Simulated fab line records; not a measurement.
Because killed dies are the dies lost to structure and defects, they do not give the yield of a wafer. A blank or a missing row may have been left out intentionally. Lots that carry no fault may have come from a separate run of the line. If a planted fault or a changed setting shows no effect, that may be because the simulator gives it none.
Chamber matching    flow nandHarc    NHARC_A_STAIRCASE_DEP_280 on pecvd-03: 3 sister chambers
The step deposits SiON, target thk 30 nm. 6 wafers are shown with their chamber, then 8 later ones without.

## WAFERS WITH THEIR CHAMBER
wafer   chamber  heaterPowerW (W)  rfFwdPowerW (W)
L959.2  0        704               348.5
L960.1  1        679               349.6
L961.1  1        700               351.0
L961.4  0        657               347.3
L961.6  2        774               351.1
L962.2  2        780               348.5

## WAFERS MISSING THEIR CHAMBER
wafer   heaterPowerW (W)  rfFwdPowerW (W)
L962.4  763               349.8
L962.6  796               349.0
L973.4  745               347.9
L973.5  732               349.0
L973.6  655               347.0
L976.2  575               350.4
L976.3  666               351.8
L976.6  717               347.7

## WHICH CHAMBER EACH WENT THROUGH
wafer    from the rows above            in truth
L962.4   2                              2
L962.6   2                              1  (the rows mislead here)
L973.4   can't be placed: 2 or 0 or 1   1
L973.5   can't be placed: 2 or 1 or 0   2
L973.6   can't be placed: 0 or 1        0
L976.2   can't be placed: 0 or 1        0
L976.3   can't be placed: 1 or 0        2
L976.6   can't be placed: 0 or 1 or 2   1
Placed correctly: 1 of 8. These rows do not allow placing 6 (true chamber among the candidates in 5). Placed wrongly: 1.
How it was worked out, from the rows above alone: a wafer's distance from a chamber is the root of the sum, over the readings, of the square of ((its reading less the chamber's mean) divided by the reading's scatter). If the next closest chamber is less than 2 further off than the closest, the wafer can't be placed; otherwise it belongs to the closest. Each chamber's mean is taken over the wafers shown for it. How the scatter is found: for the shown wafers, subtract from each reading the mean of its chamber, square and add these, divide the total by (wafers less chambers), then take the root.
